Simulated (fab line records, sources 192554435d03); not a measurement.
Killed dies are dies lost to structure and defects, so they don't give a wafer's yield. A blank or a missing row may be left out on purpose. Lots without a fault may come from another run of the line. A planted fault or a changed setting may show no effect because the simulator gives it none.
fab line records | flow n5_finfet | part 2 of 2: steps 5 to 6 of 6
record lots=23 wafers=69 last_day=17
route steps=1938 shown PMOS_HMC_CHANNEL_EPI@66 FIN_SAQP@120 FIN_CUT@167 STI_FIN_REVEAL@191
lots that met no fault: from a run of the same line without faults
start_h: hours from the record's first day to the start of the lot's first wafer shown | wait_h: hours since the lot's step before | " the same as in the row above | L1.1+2: a row that stands for several wafers | - no value, or no start given | * or withheld: withheld | < > ~ a bound
route shown NAME@n: a module of which the file shows steps, and the number in the route of the first | usual: mean/standard deviation of fault-free wafers | same: alike in all rows | chamber/n: place in a boat | sites: the reading at each site | _std_site: their standard deviation | _edge_site: outer sites' mean less inner sites' | radius_mm: how far each site lies from the wafer's centre | mask NAME#n: copy n | behind: the tool/chamber that last shaped the wafer | hold: why the lot was held/for how many hours/how that ended | device: the transistor (n, p or np) that didn't switch | end of line: the same wafers' tests at the end of the route | a step without rows: its recipe alone | killed: dies lost to structure and defects at the first sort, not the wafer's yield | map: a wafer's dies, x killed, . not, _ none there
set.NAME: the setting as run; set.NAME@STEP: as run at that earlier step | model.NAME: the simulator's own value behind a step, which no gauge read
steps of the route over a sample of lots; a table a step, a row a wafer
services: from which hour (start_h, from the record's first day; less than 0 if before it) a tool's chamber was out of use, for how many hours, and why
## steps
# step N5_FIN_CUT_ETCH_30
# recipe chemistry=N2/H2 target=underlayer target_depth_a=130 mask_material=CAR-EUV time_s=10.4 ion_energy_ev=200 pressure_mtorr=30 source_w=840 bias_w=150 n2_flow_sccm=200 h2_flow_sccm=200 ends=cleared
# usual drypump_motor_current_A=5.6/0.5 etch_rf_on_time_s=10.42/0.2 oes_product_au=0.67/0.061 rf_fwd_power_W=819.2/2.7 rf_vpp_V=525/3.4 showerhead_plenum_p_Torr=2.57/0.12 throttle_valve_pct=17.92/0.22
# columns lot.wafer tool chamber start_h wait_h drypump_motor_current_A etch_rf_on_time_s oes_product_au rf_fwd_power_W rf_hours_counter_h rf_vpp_V showerhead_plenum_p_Torr throttle_valve_pct
L075.1 rie_diel-01 1 34.98 0.0 5.8 10.43 0.82 821.4 4 529 2.73 18.07
L075.3 " 0 " " 6.2 10.75 0.63 819.8 146 529 2.66 17.99
L075.4 " 3 " " 5.2 9.98 0.69 821.9 115 526 2.55 17.98
L076.2 rie_diel-02 1 38.89 0.0 4.9 10.60 0.63 819.1 160 520 2.42 17.44
L076.3 " 2 " " 6.1 10.23 0.71 816.5 70 519 2.36 18.00
L076.5 " 2 " " 6.1 10.22 0.71 818.1 - 519 2.36 18.00
L077.2 rie_diel-03 2 45.79 0.0 6.5 10.22 0.67 820.0 115 527 2.67 17.70
L077.5 " 3 " " 5.8 10.47 0.70 814.9 - 528 2.69 17.87
L077.6 " 2 " " 6.4 10.37 0.67 820.3 - 527 2.67 17.67
L078.1 rie_diel-03 1 51.58 0.0 5.2 10.48 0.66 820.6 117 526 2.55 18.05
L078.5 " 0 " " 5.3 10.37 0.66 818.2 - 526 2.54 17.96
L078.6 " 3 " " 5.9 10.43 0.70 818.3 - 528 2.69 17.87
L079.1 rie_diel-03 0 57.90 0.0 5.3 10.37 0.66 815.7 141 523 2.53 17.95
L079.3 " 3 " " 5.8 10.54 0.69 818.9 71 525 2.69 17.88
L079.4 " 2 " " 6.4 10.45 0.66 819.5 121 526 2.67 17.70
L080.3 rie_diel-03 3 64.39 0.0 5.8 10.58 0.69 817.6 73 529 2.69 17.89
L080.4 " 2 " " 6.4 10.34 0.67 821.3 - 528 2.67 17.69
L080.5 " 3 " " 5.9 10.52 0.69 815.6 - 527 2.69 17.89
L081.1 rie_diel-01 0 70.30 0.0 6.2 10.52 0.64 822.0 151 529 2.66 18.00
L081.5 " 1 " " 5.8 10.46 0.78 819.3 - 529 2.73 18.07
L081.6 " 0 " " 6.2 10.52 0.63 816.2 - 527 2.66 18.02
L082.3 rie_diel-01 0 75.02 0.0 6.1 10.54 0.62 820.3 153 527 2.66 18.00
L082.4 " 2 " " 4.8 10.52 0.58 820.0 - 519 2.40 18.17
L082.6 " 0 " " 6.1 10.51 0.63 819.5 - 526 2.66 18.00
L083.2 rie_diel-01 2 82.07 0.0 4.8 10.60 0.58 820.2 247 521 2.40 18.17
L083.4 " 3 " " 5.2 9.96 0.68 816.9 125 523 2.55 18.03
L083.5 " 0 " " 6.1 10.62 0.62 816.4 - 526 2.66 18.00
L084.2 rie_diel-02 3 87.86 0.0 5.6 10.43 0.78 818.1 25 530 2.69 17.58
L084.5 " 1 " " 4.9 10.65 0.62 819.1 - 521 2.42 17.47
L084.6 " 0 " " 5.3 10.55 0.65 819.0 - 523 2.56 18.20
L085.2 rie_diel-01 2 94.03 0.0 4.8 10.67 0.57 821.3 249 520 2.40 18.16
L085.3 " 0 " " 6.2 10.80 0.62 818.4 158 527 2.66 18.01
L085.4 " 1 " " 5.9 10.57 0.77 817.9 12 528 2.72 18.08
L086.1 rie_diel-01 0 100.98 0.0 6.1 10.66 0.63 814.2 161 526 2.66 18.01
L086.3 " 1 " " 5.8 10.44 0.78 818.1 16 527 2.72 18.09
L086.4 " 0 " " 6.2 10.63 0.62 813.8 - 526 2.66 18.04
L087.4 rie_diel-02 0 106.85 0.0 5.3 10.55 0.65 819.7 - 524 2.56 18.21
L087.5 " 1 " " 4.9 10.58 0.62 822.5 - 521 2.42 17.48
L087.6 " 3 " " 5.6 10.42 0.78 816.8 - 528 2.68 17.60
L088.3 rie_diel-02 2 113.68 0.0 6.1 10.25 0.68 818.8 91 520 2.35 18.04
L088.5 " 2 " " 6.1 10.22 0.68 823.8 - 518 2.35 18.04
L088.6 " 1 " " 4.9 10.54 0.62 818.2 - 520 2.41 17.48
L089.1 rie_diel-03 1 117.28 0.0 5.2 10.57 0.64 821.0 137 523 2.54 18.09
L089.3 " 2 " " 6.5 10.54 0.64 821.5 140 527 2.66 17.71
L089.4 " 0 " " 5.3 10.56 0.65 817.0 160 523 2.53 17.99
L090.1 rie_diel-02 3 124.39 0.0 5.6 10.40 0.75 826.2 37 528 2.68 17.64
L090.4 " 0 " " 5.3 10.51 0.64 814.4 153 523 2.56 18.24
L090.6 " 3 " " 5.6 10.36 0.77 819.2 - 528 2.68 17.61
L091.2 rie_diel-02 0 128.85 0.0 5.3 10.66 0.64 821.5 154 524 2.56 18.21
L091.3 " 3 " " 5.6 10.45 0.76 815.4 39 527 2.68 17.62
L091.5 " 2 " " 6.1 10.40 0.68 821.5 - 518 2.35 18.05
L092.4 rie_diel-02 1 136.06 0.0 4.9 10.61 0.62 822.2 191 520 2.41 17.48
L092.5 " 1 " " 4.9 10.56 0.61 814.4 - 521 2.41 17.48
L092.6 " 2 " " 6.1 10.31 0.68 824.2 - 519 2.34 18.06
L093.3 rie_diel-03 2 141.99 0.0 6.4 10.45 0.64 819.4 148 527 2.66 17.73
L093.4 " 0 " " 5.3 10.46 0.64 822.0 168 525 2.52 18.00
L093.5 " 2 " " 6.4 10.31 0.64 822.1 - 527 2.66 17.71
L094.1 rie_diel-01 2 148.32 0.0 4.8 10.05 0.83 814.9 8 527 2.71 17.74
L094.4 " 0 " " 6.1 10.71 0.61 818.3 179 528 2.65 18.04
L094.6 " 2 " " 4.8 10.12 0.83 817.5 - 529 2.71 17.73
L095.1 rie_diel-01 1 153.52 0.0 5.8 10.29 0.75 817.1 35 529 2.71 18.13
L095.3 " 0 " " 6.2 10.58 0.61 817.0 180 526 2.65 18.05
L095.4 " 3 " " 5.2 9.95 0.66 821.2 149 524 2.54 18.04
L096.1 rie_diel-02 0 159.09 0.0 5.3 10.52 0.63 822.5 163 523 2.56 18.25
L096.3 " 2 " " 6.0 10.13 0.67 821.0 105 517 2.34 18.07
L096.5 " 0 " " 5.3 10.53 0.63 818.6 - 524 2.55 18.24
L097.3 rie_diel-02 0 165.55 0.0 5.3 10.54 0.63 815.7 165 523 2.55 18.25
L097.4 " 3 " " 5.6 10.40 0.74 821.8 50 528 2.68 17.65
L097.6 " 3 " " 5.6 10.44 0.74 822.2 - 529 2.68 17.65
# step N5_STI_FIN_REVEAL_STRIP_24
# recipe chemistry=N2/H2 time_s=90 power_w=100 temp_c=40 pressure_mtorr=100 rf_frequency_hz=6e+07 bias_power_w=3 n2_flow_sccm=300 h2_flow_sccm=300
# usual drypump_motor_current_A=5.6/0.54 oes_product_au=0.78/0.078 rf_vpp_V=45.2/0.92 showerhead_plenum_p_Torr=3.37/0.13 throttle_valve_pct=12.31/0.21
# columns lot.wafer tool chamber start_h wait_h drypump_motor_current_A oes_product_au rf_hours_counter_h rf_vpp_V showerhead_plenum_p_Torr throttle_valve_pct
L075.1 rie_diel-04 0 43.32 0.0 6.0 0.78 95 44.6 3.56 12.38
L075.3 " 2 " " 4.9 0.74 160 45.5 3.51 12.21
L075.4 " 3 " " 4.9 0.77 111 43.6 3.27 12.35
L076.2 rie_diel-04 3 45.58 0.0 4.9 0.77 112 46.8 3.27 12.34
L076.3 " 2 " " 4.9 0.74 161 45.7 3.50 12.21
L076.5 " 0 " " 6.1 0.78 - 44.5 3.56 12.38
L077.2 rie_diel-06 0 54.54 0.0 6.5 0.70 206 43.2 3.36 12.53
L077.5 " 3 " " 5.1 0.70 - 45.0 3.33 12.52
L077.6 " 0 " " 6.4 0.71 - 45.3 3.36 12.52
L078.1 rie_diel-04 3 58.53 0.0 4.9 0.77 117 44.8 3.27 12.36
L078.5 " 2 " " 4.9 0.74 - 46.9 3.50 12.23
L078.6 " 0 " " 6.1 0.77 - 44.3 3.56 12.39
L079.1 rie_diel-04 1 64.58 0.0 5.8 0.97 1 45.1 3.45 12.17
L079.3 " 3 " " 4.9 0.76 119 46.0 3.27 12.34
L079.4 " 0 " " 6.0 0.77 104 45.3 3.56 12.41
L080.3 rie_diel-04 1 71.11 0.0 5.8 0.97 3 46.1 3.45 12.19
L080.4 " 3 " " 4.9 0.77 121 45.9 3.26 12.37
L080.5 " 0 " " 6.0 0.78 - 45.9 3.56 12.39
L081.1 rie_diel-06 2 77.36 0.0 5.6 0.70 246 46.2 3.43 12.34
L081.5 " 1 " " 5.6 0.75 - 43.4 3.10 12.22
L081.6 " 0 " " 6.5 0.69 - 45.4 3.36 12.53
L082.3 rie_diel-04 3 81.70 0.0 4.9 0.76 124 43.7 3.26 12.37
L082.4 " 2 " " 4.8 0.73 174 42.7 3.50 12.24
L082.6 " 2 " " 4.9 0.73 - 45.1 3.50 12.25
L083.2 rie_diel-06 0 89.65 0.0 6.5 0.69 216 44.7 3.36 12.57
L083.4 " 0 " " 6.5 0.70 - 46.9 3.36 12.54
L083.5 " 1 " " 5.6 0.76 - 44.8 3.10 12.23
L084.2 rie_diel-04 0 97.27 0.0 6.0 0.77 113 44.4 3.55 12.43
L084.5 " 0 " " 6.0 0.76 - 46.7 3.55 12.44
L084.6 " 1 " " 5.8 0.93 - 44.6 3.45 12.21
L085.2 rie_diel-05 1 101.72 0.0 6.1 0.77 169 45.1 3.23 12.43
L085.3 " 0 " " 5.7 0.75 152 44.2 3.38 12.54
L085.4 " 3 " " 5.4 0.79 138 45.1 3.35 12.06
L086.1 rie_diel-06 1 109.30 0.0 5.6 0.74 160 44.4 3.10 12.25
L086.3 " 3 " " 5.1 0.67 249 45.1 3.32 12.56
L086.4 " 0 " " 6.5 0.69 225 45.4 3.35 12.57
L087.4 rie_diel-04 0 114.26 0.0 6.0 0.76 119 44.2 3.55 12.44
L087.5 " 2 " " 4.9 0.72 - 44.4 3.49 12.27
L087.6 " 3 " " 5.0 0.75 - 45.8 3.26 12.38
L088.3 rie_diel-06 1 120.28 0.0 5.6 0.74 164 44.4 3.09 12.28
L088.5 " 0 " " 6.5 0.69 - 44.1 3.35 12.56
L088.6 " 2 " " 5.6 0.96 - 45.8 3.43 11.72
L089.1 rie_diel-04 0 124.10 0.0 6.0 0.76 123 45.5 3.55 12.45
L089.3 " 2 " " 4.9 0.72 189 46.2 3.49 12.28
L089.4 " 1 " " 5.8 0.91 21 44.8 3.44 12.23
L090.1 rie_diel-04 3 131.52 0.0 4.9 0.75 141 44.5 3.25 12.41
L090.4 " 3 " " 4.9 0.75 - 44.6 3.25 12.41
L090.6 " 0 " " 6.0 0.77 - 45.8 3.54 12.46
L091.2 rie_diel-04 1 135.46 0.0 5.8 0.90 25 45.0 3.44 12.23
L091.3 " 3 " " 4.9 0.75 142 45.3 3.25 12.41
L091.5 " 1 " " 5.8 0.90 - 46.1 3.44 12.24
L092.4 rie_diel-06 3 143.26 0.0 5.1 0.96 - 44.8 3.32 11.96
L092.5 " 2 " " 5.6 0.92 - 46.6 3.42 11.76
L092.6 " 1 " " 5.6 0.74 - 44.1 3.09 12.30
L093.3 rie_diel-06 3 149.12 0.0 5.1 0.95 7 45.9 3.32 11.96
L093.4 " 1 " " 5.6 0.74 - 45.4 3.09 12.29
L093.5 " 2 " " 5.6 0.93 - 45.1 3.42 11.78
L094.1 rie_diel-05 0 154.98 0.0 5.7 0.74 173 46.0 3.37 12.61
L094.4 " 2 " " 6.5 0.80 120 44.1 3.40 12.15
L094.6 " 2 " " 6.5 0.81 - 44.7 3.40 12.15
L095.1 rie_diel-04 1 160.39 0.0 5.8 0.88 35 44.5 3.43 12.26
L095.3 " 2 " " 4.9 0.72 196 46.3 3.49 12.29
L095.4 " 0 " " 6.0 0.75 137 45.7 3.54 12.49
L096.1 rie_diel-05 0 167.99 0.0 5.8 0.74 178 44.6 3.36 12.61
L096.3 " 3 " " 5.4 0.76 163 45.9 3.34 12.11
L096.5 " 2 " " 6.5 0.81 - 45.6 3.40 12.16
L097.3 rie_diel-05 3 172.71 0.0 5.4 0.75 164 45.2 3.34 12.12
L097.4 " 1 " " 6.1 0.73 196 45.3 3.21 12.55
L097.6 " 1 " " 6.2 0.73 - 44.7 3.21 12.53
## services
# columns tool chamber start_h hours kind
rie_si-03 0 7.98 5.3 repair
rie_diel-01 2 8.31 5.4 repair
rie_diel-01 0 11.28 6.2 repair
rie_diel-05 - 12.04 2.8 pm
rie_diel-04 - 19.21 10.4 repair
rie_diel-01 2 20.49 6.4 repair
rie_diel-01 0 25.17 3.3 repair
rie_si-03 2 40.42 1.9 repair
rie_diel-01 - 46.39 15.6 pm
rie_diel-03 - 55.82 1.1 repair
rie_diel-03 1 58.99 5.7 repair
rie_diel-02 1 66.08 13.3 repair
rie_diel-01 1 70.81 8.1 repair
rie_diel-05 3 71.28 7.9 repair
rie_diel-04 - 74.60 3.1 repair
rie_diel-06 0 82.55 4.1 repair
rie_diel-05 1 93.73 1.5 repair
rie_si-03 - 98.94 0.1 repair
rie_diel-02 2 100.33 12.5 repair
rie_si-03 1 120.34 4.1 repair
rie_diel-01 - 127.88 1.2 repair
rie_diel-05 - 130.49 0.3 repair
rie_si-03 - 146.98 0.6 repair
rie_diel-04 0 167.03 32.6 repair
